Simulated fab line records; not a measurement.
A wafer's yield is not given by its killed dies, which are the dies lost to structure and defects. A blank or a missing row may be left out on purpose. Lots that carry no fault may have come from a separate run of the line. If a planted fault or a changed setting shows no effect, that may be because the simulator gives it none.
Matching of chambers -- flow n5-finfet -- N5_BEOL_M13_DESCUM_15 on rie-diel-02 has 4 sister chambers
The step chemistry O2, time 7.9 s. 4 wafers are shown with their chamber, then 9 later ones without.

== WAFERS, EACH WITH ITS CHAMBER ==
wafer,chamber,drypump-motor-current-A (A)
L084.6,1,5.64
L083.2,3,5.33
L083.4,2,5.84
L083.6,0,5.13

== WAFERS MISSING THEIR CHAMBER ==
wafer,drypump-motor-current-A (A)
L085.1,5.34
L085.5,5.10
L085.6,5.67
L086.1,5.83
L086.2,5.34
L086.4,5.68
L092.2,5.11
L092.4,5.63
L092.6,5.84

== EACH ONE'S CHAMBER ==
wafer,from the rows above,in truth
L085.1,3,3
L085.5,0,0
L085.6,1,1
L086.1,2,2
L086.2,3,3
L086.4,1,1
L092.2,0,0
L092.4,1,1
L092.6,2,2
Correct placement for 9 of the 9. Left unplaced by these rows: 0. Wrongly placed: 0.
How it was worked out, from the rows above alone: a wafer's distance from a chamber is the root of the sum, over the readings, of the square of ((its reading less the chamber's mean) divided by the reading's scatter). The wafer belongs to the nearest chamber; if the next one is less than 2 further off, it can't be placed. For every chamber, the mean is computed from those of its wafers that are shown. The scatter: root of mean squared gap, hidden wafer to nearest shown wafer, with one shown wafer a chamber.
